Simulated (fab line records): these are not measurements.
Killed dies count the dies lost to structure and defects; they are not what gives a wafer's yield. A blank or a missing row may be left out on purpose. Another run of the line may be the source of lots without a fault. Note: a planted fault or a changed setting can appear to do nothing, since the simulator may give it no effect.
Matching of chambers :: flow n5 finfet :: N5_GATE_CUT_ETCH_19 on rie diel-02 has 4 sister chambers
The step etches SiNx in CH3F/O2, target depth 53.7 nm, time 76.7 s. 4 wafers are shown with their chamber, then 8 later ones without.

## WAFERS, EACH WITH ITS CHAMBER
wafer: L082.4
chamber: 3
showerhead plenum p Torr (Torr): 2.06

wafer: L084.1
chamber: 1
showerhead plenum p Torr (Torr): 2.03

wafer: L084.5
chamber: 2
showerhead plenum p Torr (Torr): 1.92

wafer: L085.2
chamber: 0
showerhead plenum p Torr (Torr): 2.06

## WAFERS WITHOUT THEIR CHAMBER
wafer: L085.4
showerhead plenum p Torr (Torr): 2.03

wafer: L085.6
showerhead plenum p Torr (Torr): 2.03

wafer: L087.2
showerhead plenum p Torr (Torr): 2.06

wafer: L087.4
showerhead plenum p Torr (Torr): 2.06

wafer: L087.6
showerhead plenum p Torr (Torr): 1.91

wafer: L093.2
showerhead plenum p Torr (Torr): 2.05

wafer: L093.5
showerhead plenum p Torr (Torr): 2.05

wafer: L093.6
showerhead plenum p Torr (Torr): 2.06

## CHAMBER TAKEN BY EACH
wafer: L085.4
from the rows above: 1
in truth: 1

wafer: L085.6
from the rows above: 1
in truth: 1

wafer: L087.2
from the rows above: can't be placed: 0 or 3
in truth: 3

wafer: L087.4
from the rows above: can't be placed: 0 or 3
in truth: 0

wafer: L087.6
from the rows above: 2
in truth: 2

wafer: L093.2
from the rows above: can't be placed: 0 or 3 or 1
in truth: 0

wafer: L093.5
from the rows above: can't be placed: 0 or 3 or 1
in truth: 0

wafer: L093.6
from the rows above: can't be placed: 0 or 3
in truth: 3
3 of 8 placed correctly. From these rows, 5 cannot be placed; in 5 the true chamber is one of the candidates. 0 placed wrongly.
How it was worked out, from the rows above alone: a wafer's distance from a chamber is the root of the sum, over the readings, of the square of ((its reading less the chamber's mean) divided by the reading's scatter). If the next closest chamber is less than 2 further off than the closest, the wafer can't be placed; otherwise it belongs to the closest. A chamber's mean is the mean of its shown wafers. The scatter (one wafer shown for each chamber): square how far every hidden wafer sits from the nearest shown wafer, average those squares and take the square root.
